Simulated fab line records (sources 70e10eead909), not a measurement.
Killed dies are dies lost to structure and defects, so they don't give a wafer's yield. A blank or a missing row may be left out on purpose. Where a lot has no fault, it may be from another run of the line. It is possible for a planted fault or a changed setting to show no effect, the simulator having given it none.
fab line records -- flow nand-harc
record: lots: 6, wafers: 18, last-day: 23
route steps=1159 shown P_CONTACT@249 P_M0@253 END@1159
lots untouched by any fault: they come from a run of this same line in which no faults occurred
start-h: the number of hours between the record's first day and the start of the first shown wafer of the lot -- wait-h: hours since the lot's step before -- " same as the row above -- L1.1+2: one row covering several wafers at once -- - either no value or no given start -- * or withheld: withheld -- < > ~ a bound
route shown NAME@n: NAME is a module with steps in the file, n the number in the route of the first one -- usual: average and standard deviation across the fault-free wafers -- same: alike in all rows -- chamber/n: place in a boat -- sites: readings site by site -- _std_site: the standard deviation of these -- _edge_site: outer sites' mean less inner sites' -- radius-mm: for every site, how far away it sits from the centre of the wafer -- mask NAME#n: copy n -- behind: tool/chamber where the wafer was last shaped -- hold: what put the lot on hold/how long, in hours/how the hold closed -- device: transistor that didn't switch, given as n, p or np -- end of line: the tests these same wafers got at the end of their route -- a step without rows: its recipe alone -- killed: at the first sort, the dies lost to defects and structure; wafer yield is something else -- map: per-die view of a wafer (x killed, . not killed, _ where there is no die)
set.NAME: the run value of the setting; set.NAME@STEP: its run value at that earlier step -- model.NAME: the simulator's own value behind a step, which no gauge read
lots seen at some steps along the route; tables by step, rows by wafer
services: the hour from which a tool's chamber was out of use, counted from the record's first day as start-h (under 0 if before that day), plus the number of hours and why
== steps ==
step: NHARC_P_CONTACT_CMP_24
recipe: t-overpolish-s: 30, target-thk-nm: 200
usual: edge-zone-pressure-frac: 1.001/0.0049, motor-current-A: 11.9/0.84, overpolish-run-s: 29.999/0.0091, time-to-endpoint-s: 38.9/3
lot.wafer,tool,chamber,start-h,wait-h,edge-zone-pressure-frac,motor-current-A,overpolish-run-s,time-to-endpoint-s
L660.1,cmp-04,1,116.16,0.6,0.993,11.6,29.999,38.6
L660.2,cmp-04,0,116.16,0.6,1.008,11.5,29.994,44.3
L660.6,cmp-04,1,116.16,0.6,0.999,12.0,30.000,42.1
L662.1,cmp-04,2,133.37,0.6,1.001,11.1,29.989,39.8
L662.5,cmp-04,2,133.37,0.6,1.001,11.7,29.993,39.2
L662.6,cmp-04,3,133.37,0.6,1.002,11.1,29.993,40.1
L666.2,cmp-03,1,143.13,0.6,1.002,14.0,29.999,33.6
L666.4,cmp-03,2,143.13,0.6,0.993,10.2,30.011,40.7
L666.5,cmp-03,2,143.13,0.6,0.994,10.6,30.001,37.4
L674.1,cmp-04,3,190.26,0.6,1.001,11.4,30.013,39.2
L674.2,cmp-04,0,190.26,0.6,1.009,11.4,29.999,43.5
L674.6,cmp-04,2,190.26,0.6,0.991,12.3,29.990,41.3
L675.1,cmp-01,0,208.63,0.5,1.001,11.8,30.003,39.5
L675.3,cmp-01,2,208.63,0.5,0.998,12.8,29.989,38.2
L675.5,cmp-01,0,208.63,0.5,0.992,11.8,29.991,38.9
L677.4,cmp-04,0,214.45,0.3,1.001,11.4,30.015,39.8
L677.3,cmp-04,1,214.45,0.3,1.001,11.4,30.011,42.2
L677.6,cmp-04,0,214.45,0.3,1.001,11.4,30.006,43.0
step: NHARC_P_CONTACT_SRD_26
step: NHARC_P_CONTACT_INSPECT_27
usual: raw-defect-count: 296/120
lot.wafer,tool,chamber,start-h,wait-h,raw-defect-count
L660.1,defect-inspect-01,-,116.56,0.1,260
L660.2,defect-inspect-01,-,116.56,0.1,297
L660.6,defect-inspect-01,-,116.56,0.1,357
L662.1,defect-inspect-02,-,133.77,0.1,127
L662.5,defect-inspect-02,-,133.77,0.1,220
L662.6,defect-inspect-02,-,133.77,0.1,121
L666.2,defect-inspect-01,-,143.56,0.1,175
L666.4,defect-inspect-01,-,143.56,0.1,284
L666.5,defect-inspect-01,-,143.56,0.1,272
L674.1,defect-inspect-02,-,190.61,0.1,415
L674.2,defect-inspect-02,-,190.61,0.1,716
L674.6,defect-inspect-02,-,190.61,0.1,368
L675.1,defect-inspect-02,-,209.00,0.1,141
L675.3,defect-inspect-02,-,209.00,0.1,226
L675.5,defect-inspect-02,-,209.00,0.1,291
L677.3,defect-inspect-02,-,214.86,0.1,175
L677.4,defect-inspect-02,-,214.86,0.1,273
L677.6,defect-inspect-02,-,214.86,0.1,263
step: NHARC_P_M0_DEP_00
recipe: target-thk-a: 1500, target-thk-nm: 150, temp-c: withheld, pressure-torr: 5, flow-sccm: 200, rf-w: 600, material: SiOC
step: NHARC_P_M0_DEHYDRATE_01
recipe: temp-c: 150, time-s: 120
step: NHARC_P_M0_HMDS_02
recipe: time-s: 30
step: NHARC_P_M0_COAT_33
recipe: temp-c: 200, time-s: 65
step: NHARC_P_M0_COAT_03
recipe: spin-rpm: 1500, resist-thk-nm: 90
step: NHARC_P_M0_SOFTBAKE_04
recipe: temp-c: 105, time-s: 55
step: NHARC_P_M0_EBR_05
step: NHARC_P_M0_EXPOSE_06
recipe: na: 1.35, target-cd-nm: 90, dose-mj: 81.28, mask-id: P_M0
step: NHARC_P_M0_PEB_07
recipe: peb-temp-c: 100, peb-time-s: 65
usual: heater-power-total-W: 156.6/0.43, plate-temp-C: 100.01/0.13
lot.wafer,tool,chamber,start-h,wait-h,heater-power-total-W,plate-temp-C
L660.1,litho-track-01,0,117.38,0.1,156.1,99.79
L660.2,litho-track-01,0,117.38,0.1,157.1,99.87
L660.6,litho-track-01,0,117.38,0.1,156.9,99.91
L662.1,litho-track-04,0,134.62,0.1,156.0,100.02
L662.5,litho-track-04,0,134.62,0.1,155.9,99.99
L662.6,litho-track-04,0,134.62,0.1,157.1,100.02
L666.2,litho-track-06,0,144.26,0.1,156.3,99.91
L666.4,litho-track-06,0,144.26,0.1,156.2,99.82
L666.5,litho-track-06,0,144.26,0.1,156.1,99.87
L674.1,litho-track-01,0,191.43,0.1,161.7,102.19
L674.2,litho-track-01,0,191.43,0.1,162.1,102.48
L674.6,litho-track-01,0,191.43,0.1,161.9,102.47
L675.1,litho-track-01,0,209.83,0.1,161.2,102.58
L675.3,litho-track-01,0,209.83,0.1,161.0,102.57
L675.5,litho-track-01,0,209.83,0.1,161.1,102.58
L677.3,litho-track-06,0,215.64,0.0,156.6,100.30
L677.4,litho-track-06,0,215.64,0.0,156.0,100.02
L677.6,litho-track-06,0,215.64,0.0,157.1,100.17
step: NHARC_P_M0_DEVELOP_08
recipe: develop-time-s: 35, dev-temp-c: 23
step: NHARC_P_M0_CD_MEAS_09
recipe: target-cd-nm: 90, landing-energy-ev: 500
usual: cd-nm: 89.8/0.68
lot.wafer,tool,chamber,start-h,wait-h,cd-nm
L660.1,cd-sem-01,0,117.46,-,90.4
L660.2,cd-sem-01,0,117.46,-,89.2
L660.6,cd-sem-01,0,117.46,-,88.9
L662.1,cd-sem-03,0,134.70,-,90.2
L662.5,cd-sem-03,0,134.70,-,90.0
L662.6,cd-sem-03,0,134.70,-,90.1
L666.2,cd-sem-02,0,144.34,-,89.9
L666.4,cd-sem-02,0,144.34,-,90.7
L666.5,cd-sem-02,0,144.34,-,90.2
L674.1,cd-sem-01,0,191.51,-,96.6
L674.2,cd-sem-01,0,191.51,-,96.8
L674.6,cd-sem-01,0,191.51,-,97.9
L675.1,cd-sem-02,0,209.91,-,99.3
L675.3,cd-sem-02,0,209.91,-,98.2
L675.5,cd-sem-02,0,209.91,-,98.4
L677.3,cd-sem-03,0,215.72,-,90.3
L677.4,cd-sem-03,0,215.72,-,88.4
L677.6,cd-sem-03,0,215.72,-,89.0
step: NHARC_P_M0_OVL_MEAS_10
recipe: pitch-nm: 180
usual: overlay-x-nm: -0.1/0.78, overlay-y-nm: -0.1/0.86
lot.wafer,tool,chamber,start-h,wait-h,overlay-x-nm,overlay-y-nm
L660.1,overlay-01,-,117.55,-,-1.5,-1.6
L660.2,overlay-01,-,117.55,-,-1.7,-1.2
L660.6,overlay-01,-,117.55,-,-1.2,-1.6
L662.1,overlay-01,-,134.79,-,0.4,-0.3
L662.5,overlay-01,-,134.79,-,0.3,-0.3
L662.6,overlay-01,-,134.79,-,0.9,-0.2
L666.2,overlay-01,-,144.44,-,-0.7,-1.4
L666.4,overlay-01,-,144.44,-,-0.4,-1.8
L666.5,overlay-01,-,144.44,-,-0.5,-1.4
L674.1,overlay-01,-,191.60,-,0.1,-0.4
L674.2,overlay-01,-,191.60,-,-0.1,0.1
L674.6,overlay-01,-,191.60,-,0.1,-0.5
L675.1,overlay-01,-,210.00,-,-0.2,0.9
L675.3,overlay-01,-,210.00,-,0.0,1.1
L675.5,overlay-01,-,210.00,-,-0.1,1.5
L677.3,overlay-01,-,215.80,-,0.3,0.6
L677.4,overlay-01,-,215.80,-,0.6,0.3
L677.6,overlay-01,-,215.80,-,0.9,0.0
step: NHARC_P_M0_INSPECT_11
usual: raw-defect-count: 4.0/2.5
lot.wafer,tool,chamber,start-h,wait-h,raw-defect-count
L660.1,defect-inspect-01,-,117.59,0.0,2
L660.2,defect-inspect-01,-,117.59,0.0,5
L660.6,defect-inspect-01,-,117.59,0.0,4
L662.1,defect-inspect-02,-,134.83,0.0,3
L662.5,defect-inspect-02,-,134.83,0.0,7
L662.6,defect-inspect-02,-,134.83,0.0,3
L666.2,defect-inspect-02,-,144.48,0.0,2
L666.4,defect-inspect-02,-,144.48,0.0,3
L666.5,defect-inspect-02,-,144.48,0.0,3
L674.1,defect-inspect-02,-,191.64,0.0,2
L674.2,defect-inspect-02,-,191.64,0.0,2
L674.6,defect-inspect-02,-,191.64,0.0,4
L675.1,defect-inspect-02,-,210.03,0.0,2
L675.3,defect-inspect-02,-,210.03,0.0,3
L675.5,defect-inspect-02,-,210.03,0.0,7
L677.3,defect-inspect-02,-,215.84,0.0,2
L677.4,defect-inspect-02,-,215.84,0.0,7
L677.6,defect-inspect-02,-,215.84,0.0,6
step: NHARC_P_M0_DESCUM_14
recipe: time-s: 3, o2-flow-sccm: 200, ar-flow-sccm: 0, bias-power-w: 0, chemistry: O2
usual: drypump-motor-current-A: 5.7/0.37, oes-product-au: 0.999/0.0099, rf-vpp-V: 57.8/1, showerhead-plenum-p-Torr: 1.90/0.089, throttle-valve-pct: 11.311/0.0083
lot.wafer,tool,chamber,start-h,wait-h,drypump-motor-current-A,oes-product-au,rf-hours-counter-h,rf-vpp-V,showerhead-plenum-p-Torr,throttle-valve-pct,model.P_M0.cd-nm
L660.1,rie-diel-09,2,117.65,0.1,5.2,0.997,3,57.1,2.01,11.312,90.8
L660.2,rie-diel-09,1,117.65,0.1,6.4,0.990,4,56.7,2.02,11.312,88.86
L660.6,rie-diel-09,2,117.65,0.1,5.2,0.995,-,58.1,2.01,11.319,89.27
L662.1,rie-diel-02,3,134.91,0.1,5.4,1.015,9,57.2,1.89,11.308,89.89
L662.6,rie-diel-02,0,134.91,0.1,5.0,1.006,-,56.4,1.82,11.317,89.62
L662.5,rie-diel-02,1,134.91,0.1,6.2,0.986,-,55.5,1.80,11.325,90.11
L666.2,rie-diel-07,1,144.54,0.1,5.6,0.987,6,57.0,2.02,11.291,90.25
L666.4,rie-diel-07,3,144.54,0.1,5.9,0.994,5,57.7,1.81,11.310,90.57
L666.5,rie-diel-07,2,144.54,0.1,5.6,1.009,-,56.9,1.88,11.320,90.82
L674.2,rie-diel-09,3,191.70,0.1,5.6,0.998,9,58.4,1.84,11.312,96.7
L674.1,rie-diel-09,2,191.70,0.1,5.2,0.999,7,60.5,2.01,11.298,96.81
L674.6,rie-diel-09,3,191.70,0.1,5.6,0.995,-,58.2,1.84,11.304,97.58
L675.3,rie-diel-07,3,210.09,0.1,5.9,1.000,9,57.5,1.81,11.333,98.48
L675.1,rie-diel-07,2,210.09,0.1,5.6,1.000,10,59.5,1.88,11.311,99.38
L675.5,rie-diel-07,0,210.09,0.1,5.6,1.016,-,56.8,1.82,11.306,98.5
L677.4,rie-diel-07,0,215.91,0.1,5.6,1.004,9,56.5,1.82,11.322,88.48
L677.3,rie-diel-07,1,215.91,0.1,5.6,0.987,9,59.8,2.01,11.315,90.94
L677.6,rie-diel-07,3,215.91,0.1,5.9,1.013,-,56.4,1.81,11.317,89.13
step: NHARC_P_M0_ETCH_34
recipe: target-depth-a: 400, overetch-a: 120, time-s: 43.94, ion-energy-ev: 200, n2-flow-sccm: 150, h2-flow-sccm: 150, ar-flow-sccm: 0, rf-w: 400, bias-w: 150, chemistry: N2/H2
usual: drypump-motor-current-A: 5.7/0.37, oes-product-au: 0.998/0.0099, rf-vpp-V: 429.8/2.8, showerhead-plenum-p-Torr: 2.02/0.096, throttle-valve-pct: 14.172/0.0087
lot.wafer,tool,chamber,start-h,wait-h,drypump-motor-current-A,oes-product-au,rf-hours-counter-h,rf-vpp-V,showerhead-plenum-p-Torr,throttle-valve-pct
L660.1,rie-diel-09,0,117.73,0.1,6.3,0.998,4,426.3,1.95,14.182
L660.2,rie-diel-09,3,117.73,0.1,5.6,0.995,3,428.0,1.97,14.173
L660.6,rie-diel-09,0,117.73,0.1,6.3,0.985,-,427.4,1.95,14.164
L662.1,rie-diel-02,2,134.98,0.1,5.5,0.993,12,433.2,2.15,14.166
L662.5,rie-diel-02,1,134.98,0.1,6.2,0.992,-,426.5,1.91,14.162
L662.6,rie-diel-02,2,134.98,0.1,5.5,0.998,-,433.9,2.15,14.172
L666.2,rie-diel-07,3,144.63,0.1,5.9,1.010,5,426.8,1.92,14.162
L666.4,rie-diel-07,0,144.63,0.1,5.6,1.007,5,427.7,1.94,14.187
L666.5,rie-diel-07,3,144.63,0.1,5.9,1.006,-,426.2,1.92,14.186
L674.1,rie-diel-09,1,191.78,0.1,6.4,0.984,8,433.1,2.16,14.176
L674.2,rie-diel-09,2,191.78,0.1,5.2,0.999,7,433.7,2.15,14.167
L674.6,rie-diel-09,2,191.78,0.1,5.2,0.997,-,433.9,2.15,14.158
L675.3,rie-diel-07,2,210.18,0.1,5.6,1.005,10,427.8,2.00,14.160
L675.1,rie-diel-07,0,210.18,0.1,5.6,1.005,9,426.7,1.94,14.181
L675.5,rie-diel-07,2,210.18,0.1,5.6,1.022,-,429.7,2.00,14.192
L677.3,rie-diel-07,0,215.99,0.1,5.6,0.999,9,428.0,1.94,14.154
L677.4,rie-diel-07,1,215.99,0.1,5.7,0.995,9,434.9,2.15,14.156
L677.6,rie-diel-07,0,215.99,0.1,5.6,0.999,-,427.4,1.94,14.174
step: NHARC_P_M0_ETCH_15
recipe: target-depth-a: 1500, overetch-a: 150, time-s: 82.5, c4f8-flow-sccm: withheld, ar-flow-sccm: 400, rf-w: 600, bias-w: 300, chemistry: C4F8/Ar
usual: oes-product-au: 0.953/0.022, rf-vpp-V: 440.3/2.8
lot.wafer,tool,chamber,start-h,wait-h,oes-product-au,rf-hours-counter-h,rf-vpp-V,model.P_M0.cd-nm
L660.1,rie-diel-09,0,-,-,0.966,4,438.1,91.05
L660.2,rie-diel-09,3,-,-,0.944,3,437.8,89.04
L660.6,rie-diel-09,0,-,-,0.956,-,439.1,89.51
L662.1,rie-diel-02,3,-,-,0.929,9,437.9,88.82
L662.5,rie-diel-02,3,-,-,0.924,-,442.2,89.4
L662.6,rie-diel-02,0,-,-,0.924,-,438.9,88.75
L666.4,rie-diel-07,0,-,-,0.974,5,438.0,90.19
L666.2,rie-diel-07,1,-,-,0.953,6,442.8,90.24
L666.5,rie-diel-07,0,-,-,0.987,-,437.6,90.54
L674.2,rie-diel-09,0,-,-,0.933,9,437.6,96.99
L674.1,rie-diel-09,1,-,-,0.903,8,444.1,97.23
L674.6,rie-diel-09,0,-,-,0.918,-,438.8,97.79
L675.3,rie-diel-07,3,-,-,0.955,9,438.4,98.75
L675.1,rie-diel-07,0,-,-,0.958,9,438.8,99.19
L675.5,rie-diel-07,2,-,-,0.961,-,439.0,98.88
L677.3,rie-diel-07,0,-,-,0.973,9,438.6,90.46
L677.4,rie-diel-07,1,-,-,0.979,9,444.3,89.1
L677.6,rie-diel-07,3,-,-,0.972,-,438.3,88.87
step: NHARC_P_M0_CD_MEAS_16
usual: cd-nm: 89.9/0.84
lot.wafer,tool,chamber,start-h,wait-h,cd-nm
L660.1,cd-sem-03,-,117.96,-,91.1
L660.2,cd-sem-03,-,117.96,-,89.1
L660.6,cd-sem-03,-,117.96,-,89.6
L662.1,cd-sem-03,-,135.19,-,89.1
L662.5,cd-sem-03,-,135.19,-,89.5
L662.6,cd-sem-03,-,135.19,-,88.9
L666.2,cd-sem-03,-,144.85,-,90.0
L666.4,cd-sem-03,-,144.85,-,90.0
L666.5,cd-sem-03,-,144.85,-,90.6
L674.1,cd-sem-01,-,192.00,-,97.2
L674.2,cd-sem-01,-,192.00,-,96.9
L674.6,cd-sem-01,-,192.00,-,97.6
L675.1,cd-sem-03,-,210.39,-,98.8
L675.3,cd-sem-03,-,210.39,-,98.9
L675.5,cd-sem-03,-,210.39,-,98.7
L677.3,cd-sem-01,-,216.20,-,90.8
L677.4,cd-sem-01,-,216.20,-,88.8
L677.6,cd-sem-01,-,216.20,-,88.8
step: NHARC_END_SORT_01
recipe: temp-c: 25
usual: defect-limited-yield: 95.4/1.5, killed-at-array: 27/9.9, killed-at-other: 0.6/0.84, killed-at-periphery: 3.7/2.5, killed-dies: 31/9.9, killed-open: 3.0/1.6, killed-short: 1.9/1.2, sort_bin_2_pct: 1.5/0.6, sort_bin_3_pct: 0.26/0.21, sort_bin_4_pct: 2.9/0.98, sort-n-pass: 646/9.9, sort-rim-yield-pct: 96.3/2.4, sort-yield-pct: 95.4/1.5
same: gross-dies: 677, sort_bin_5_pct[%]: 0, sort_bin_6_pct[%]: 0, sort_bin_7_pct[%]: 0, sort_bin_8_pct[%]: 0, sort-rim-n-gross: 106.00
lot.wafer,tool,chamber,start-h,wait-h,defect-limited-yield[%],killed-at-array,killed-at-other,killed-at-periphery,killed-dies,killed-open,killed-short,sort_bin_2_pct[%],sort_bin_3_pct[%],sort_bin_4_pct[%],sort-n-pass,sort-rim-yield-pct[%],sort-yield-pct[%]
L666.2,prober-02,0,468.50,2.8,97.3,14,0,4,18,3,3,0.6,0.30,1.8,659,95.3,97.3
L666.4,prober-02,0,470.09,3.4,96.6,16,0,7,23,4,2,1.6,0,1.8,654,98.1,96.6
L666.5,prober-02,0,470.89,3.7,98.7,6,0,3,9,0,1,0.4,0.15,0.7,668,100.0,98.7
L674.1,prober-01,0,525.07,2.5,93.6,40,0,3,43,2,0,1.2,0.89,4.3,634,98.1,93.6
L674.6,prober-01,0,529.02,4.0,94.1,36,0,4,40,1,2,1.3,0.44,4.1,637,92.5,94.1
killed by level:class
L666.2 A_CONTACT:chamber-film-flake=5 A_M0:geometric-particle:open=2 A_M0:geometric-particle:short=2 P_M2:chamber-film-flake=2 A_STAIRCASE:chamber-film-flake=2 P_M1:geometric-particle:open=1 A_WL_FILL:geometric-particle:short=1 P_ZERO_WELL:chamber-film-flake=1
L666.4 A_CONTACT:chamber-film-flake=8 P_M2:chamber-film-flake=3 P_M0:geometric-particle:open=2 A_CHANNEL_HOLE_D1:chamber-film-flake=2 A_SGD_CUT:geometric-particle:short=1 A_CONTACT:geometric-particle:open=1 A_M0:geometric-particle:open=1 A_M0:geometric-particle:short=1
L666.5 P_M2:chamber-film-flake=3 A_STAIRCASE:chamber-film-flake=2 A_CONTACT:chamber-film-flake=2 A_BLC:geometric-particle:short=1 A_CHANNEL_HOLE_D1:chamber-film-flake=1
L674.1 A_SLIT:chamber-film-flake=18 A_CHANNEL_HOLE_D1:chamber-film-flake=16 A_STAIRCASE:chamber-film-flake=2 P_M0:area-peb=2 A_CHANNEL_FILL_D1:geometric-particle:open=1 A_CONTACT:geometric-particle:open=1 P_BONDPAD:chamber-film-flake=1 A_ZERO_WELL:chamber-film-flake=1
L674.6 A_SLIT:chamber-film-flake=11 A_CHANNEL_HOLE_D1:chamber-film-flake=9 A_BLC:chamber-film-flake=7 A_STAIRCASE:chamber-film-flake=4 P_STI:chamber-film-flake=2 A_CHANNEL_HOLE_D1:geometric-particle:short=1 A_CONTACT:geometric-particle:short=1 A_M0:geometric-particle:open=1
== services ==
tool,chamber,start-h,hours,kind
litho-track-01,-,93.00,7.0,pm
rie-diel-02,3,101.31,7.3,repair
cmp-04,-,105.00,4.0,pm
rie-diel-07,0,109.20,-,clean
rie-diel-07,1,109.20,-,clean
rie-diel-07,2,109.20,-,clean
rie-diel-07,3,109.20,-,clean
rie-diel-07,0,114.08,3.7,repair
litho-track-06,-,117.00,7.0,pm
rie-diel-07,0,133.77,-,clean
rie-diel-07,1,133.77,-,clean
rie-diel-07,2,133.77,-,clean
cmp-01,-,138.73,0.3,repair
litho-track-04,-,141.00,7.0,pm
rie-diel-02,-,150.71,9.0,pm
cmp-03,-,156.09,4.0,pm
rie-diel-07,1,157.23,8.4,repair
cmp-01,-,179.61,4.0,pm
rie-diel-09,2,185.09,3.5,repair
rie-diel-02,0,185.67,2.8,repair
cmp-03,-,192.99,1.1,repair
cmp-04,-,203.00,4.0,pm
rie-diel-09,1,206.67,8.8,repair
cmp-03,-,212.43,3.1,repair
== key ==
first-sign: step: NHARC_P_M0_PEB_07, reading: plate-temp-C, direction: up, sigmas: 18, usual: *, struck: *
effect: step: NHARC_P_M0_PEB_07, reading: heater-power-total-W, direction: up, sigmas: 11, usual: *, struck: *
effect: step: NHARC_P_M0_CD_MEAS_09, reading: cd-nm, direction: up, sigmas: 12, usual: 89.8, struck: 97.9
effect: step: NHARC_P_M0_CD_MEAS_16, reading: cd-nm, direction: up, sigmas: 9.7, usual: 89.9, struck: 98.0
model-effect: step: NHARC_P_M0_DESCUM_14, value: P_M0.cd-nm, without: 89.72, struck: 97.91
model-effect: step: NHARC_P_M0_ETCH_15, value: P_M0.cd-nm, without: 89.95, struck: 98.14
met-at NHARC_P_M0_PEB_07
struck-wafers L674.1,L674.2,L674.6,L675.1,L675.3,L675.5
sort-left-out L675.1,L675.3,L675.5
onset-between 117.38 191.43
fault: kind: process-parameter-drift, tool: litho-track-01, chamber: -, onset-h: 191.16, steps: NHARC_P_M0_PEB_07, channel: peb-temp-c, offset: *, shape: step, end-h: 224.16, acts-in: *, stated: *
sort-left-out: the simulated sort isn't trusted on such a fault, so these wafers' sort isn't shown, and their yield isn't known
